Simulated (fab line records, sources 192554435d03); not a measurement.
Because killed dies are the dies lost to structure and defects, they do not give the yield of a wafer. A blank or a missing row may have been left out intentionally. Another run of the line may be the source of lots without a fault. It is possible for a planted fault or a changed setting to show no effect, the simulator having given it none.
Lot-split experiment ; flow n5-finfet ; 21 wafers read across 7 lots, on a route 1938 steps long

THE SPLIT
At N5_BEOL_M7_COAT_71 (time 60 s, resist thk 5 nm), the setting spin-rpm was moved away from the recipe's 1500 rpm on 5 of the 21 wafers read, by -10.5% to +6.6%. All remaining wafers had this setting at the recipe value.

FROM SPLIT TO READING: 1 step shown by the file between the two
- N5_BEOL_M7_DESCUM_33: chemistry O2, time 7 s (also split here: time-s)

THE READING
etch.depth-nm (the simulator's own value, which no gauge read), in nm, at N5_BEOL_M7_ETCH_72 (etches underlayer in N2/H2, target depth 6.5 nm, time 5.2 s). The file does not state a usual value for it. Here, 16 wafers ran the recipe; their average is 4.997 nm with a standard deviation of 0.0088 nm.

wafer;tool, chamber at the split;spin-rpm as run, rpm;against the recipe;etch.depth-nm, nm;against lot-mates on the recipe
L075.1;litho-track-03, 0;1500;recipe;4.988;-
L075.2;litho-track-03, 0;1500;recipe;4.998;-
L075.5;litho-track-03, 0;1549;+3.3%;4.923;-0.070
L080.2;litho-track-05, 0;1342;-10.5%;5.304;+0.290
L080.5;litho-track-05, 0;1500;recipe;5.014;-
L080.6;litho-track-05, 0;1342;-10.5%;5.292;+0.278
L081.1;litho-track-01, 0;1500;recipe;4.984;-
L081.3;litho-track-01, 0;1500;recipe;4.993;-
L081.5;litho-track-01, 0;1500;recipe;4.985;-
L084.1;litho-track-01, 0;1599;+6.6%;4.868;-0.143
L084.2;litho-track-01, 0;1500;recipe;5.011;-
L084.3;litho-track-01, 0;1599;+6.6%;4.85;-0.161
L088.2;litho-track-03, 0;1500;recipe;5.007;-
L088.3;litho-track-03, 0;1500;recipe;4.992;-
L088.5;litho-track-03, 0;1500;recipe;4.993;-
L096.1;litho-track-03, 0;1500;recipe;4.998;-
L096.2;litho-track-03, 0;1500;recipe;4.999;-
L096.3;litho-track-03, 0;1500;recipe;5.001;-
L092.1;litho-track-03, 0;1500;recipe;4.987;-
L092.4;litho-track-03, 0;1500;recipe;5.004;-
L092.5;litho-track-03, 0;1500;recipe;4.991;-

FIT RESULTS
A straight line over all 21 wafers: etch.depth-nm changes by -0.0262 nm for each +1% of spin-rpm; r = -0.99; the points scatter about the line by 0.016 nm.
The same after taking each lot's own level away (the mean of its wafers on the recipe; 21 wafers): -0.0257 nm for each +1%; r = -1.00; scatter 0.009 nm.
On that fit, the largest move of spin-rpm shifts the reading by 0.27 nm.
Across the lots, their own levels run from 4.9873 to 5.0140 nm, a range of 3.0 times the standard deviation given above.
Consequently the slope shifts little with the lot-to-lot level, the two slopes agreeing.
Check: with one of the wafers moved furthest among these (-10.5%) left out of the fit, the line predicts +0.264 nm for it against its lot-mates. Against them it came out at +0.29 nm.

THESE WAFERS: OTHER SPLITS
Other splits were also applied to these wafers ahead of the reading. Each is held against what the fit with the lots' levels taken away leaves over:
other split on the same wafers;wafers away from the commonest value;r with etch.depth-nm (lot level and that fit taken away)
N5_BEOL_M5_ETCH_72 bias-w;9;-0.17
N5_BEOL_M5_ETCH_62 source-w;6;-0.17
N5_BEOL_M6_PECVD_70 temp-c;10;-0.01
N5_BEOL_M6_TRENCH_ETCH_37 source-w;7;+0.15
N5_BEOL_M6_ALD_77 co-reactant-pulse-time-s;8;+0.30
N5_BEOL_M7_DESCUM_33 time-s;7;-0.24

FILE'S OWN FIT
etch.depth-nm changes by -0.0256 nm for each +1% of spin-rpm, r = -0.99.
